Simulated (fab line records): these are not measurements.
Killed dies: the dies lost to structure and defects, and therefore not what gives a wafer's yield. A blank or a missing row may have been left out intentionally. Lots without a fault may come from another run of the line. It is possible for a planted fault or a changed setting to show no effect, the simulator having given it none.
A struck lot beside a sound one ; flow n5_finfet ; 19 out of 1938 route steps
Sound: these wafers, L477.1, L477.2, L477.5. Wafers struck: L483.2, L483.3, L483.6. The cause comes at the end.
For every step that has rows: the tool of each side, followed by ch and its chambers, followed by its first start. Under that, the readings that differ: sound wafers ; struck wafers ; difference of the means ; sigmas: that difference in standard deviations of wafers without a fault.
alike: readings whose means differ by less than 2 such deviations, and words and numbers that are the same on both sides. not compared: withheld readings, readings that some wafer has no value for, bounds like >300 that may hide the same value, and numbers for which the record gives no deviation and whose values overlap.
Wherever a step has rows on one side only, a row that says differs or no value, or a row with sigmas, the two part there. Non-overlapping numbers with no deviation appear without sigmas and do not part them. A reading missing from all wafers of one side parts the sides only when that side holds two or more wafers.

first, 8 steps without rows for these wafers: N5_BEOL_M8_CMP_52 (polishes, stops on SiCOH lowk, t overpolish 6.9 s, target thk 80 nm); N5_BEOL_M8_PRE_CLEAN_55 (time 15 s); N5_BEOL_M8_DEP_56 (deposits SiCN from 3MS/NH3, target thk 10 nm, time 17.5 s); N5_BEOL_M9_ILD_DEP_00 (deposits SiCOH lowk from DEMS/porogen, target thk 308.51 nm, time 58 s); N5_BEOL_M9_CURE_71 (cures SiCOH lowk, time 240 s); N5_BEOL_M9_PECVD_70 (deposits SiO2 from TEOS/O2, target thk 20 nm, time 22.7 s); N5_BEOL_M9_HM_DEP_02 (deposits TiN, target thk 20 nm); N5_BEOL_M9_COAT_59 (time 60 s, resist thk 100 nm).
N5_BEOL_M9_COAT_60: time 60 s, resist thk 30 nm.
  sound on litho_track-02 ch 0, day 10 12:07; struck on litho_track-02 ch 0, day 12 18:03
reading;sound;struck;difference;sigmas
spin_speed_rpm (rpm);1500.1 1499.9 1502.2;1459.9 1458.5 1459.4;-41.5;-41
  alike: dispense_pressure_kPa
  not compared: model.SiARC_of_BEOL_M9_COAT_60.thk_nm
then, 7 steps without rows for these wafers: N5_BEOL_M9_COAT_05 (resist thk 90 nm); N5_BEOL_M9_EBR_07; N5_BEOL_M9_SOFTBAKE_06 (time 60 s); N5_BEOL_M9_EXPOSE_08 (exposes mask M9); N5_BEOL_M9_PEB_09 (peb time 60 s); N5_BEOL_M9_DEVELOP_10 (develop time 30 s); N5_BEOL_M9_DESCUM_16 (chemistry O2, time 7.9 s).
N5_BEOL_M9_ETCH_61: etches SiARC in CF4, target depth 39 nm, time 65 s.
  sound on rie_diel-01 ch 0,1, day 10 12:37; struck on rie_diel-01 ch 0,2,3, day 12 18:32
reading;sound;struck;difference;sigmas
model.etch.depth_nm (nm);30.14 30.09 30.13;30.3 30.31 30.32;+0.2;
  alike: bias_w, drypump_motor_current_A, etch_rf_on_time_s, oes_product_au, rf_vpp_V, showerhead_plenum_p_Torr, throttle_valve_pct
  not compared: rf_hours_counter_h, model.CAR-ArF_of_BEOL_M9_COAT_05.thk_nm
N5_BEOL_M9_ETCH_62: etches SOC in N2/H2, target depth 110 nm, overetch 22 nm, time 165 s.
  sound on rie_diel-01 ch 0,1, day 10 12:40; struck on rie_diel-01 ch 0,2,3, day 12 18:35
  alike: bias_w, drypump_motor_current_A, oes_product_au, rf_vpp_V, showerhead_plenum_p_Torr, temp_c, throttle_valve_pct
  not compared: rf_hours_counter_h, model.SiARC_of_BEOL_M9_COAT_60.thk_nm
then, 1 step without rows for these wafers: N5_BEOL_M9_STRIP_68 (strips in N2/H2).

== WHERE THEY PART ==
N5_BEOL_M9_COAT_60 only, going by this record. Later steps at which nothing parts them and some readings are alike: N5_BEOL_M9_ETCH_61, N5_BEOL_M9_ETCH_62.

WHY: the cause the simulator had injected
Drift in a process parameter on litho_track-02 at N5_BEOL_M9_COAT_60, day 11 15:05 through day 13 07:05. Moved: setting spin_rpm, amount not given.
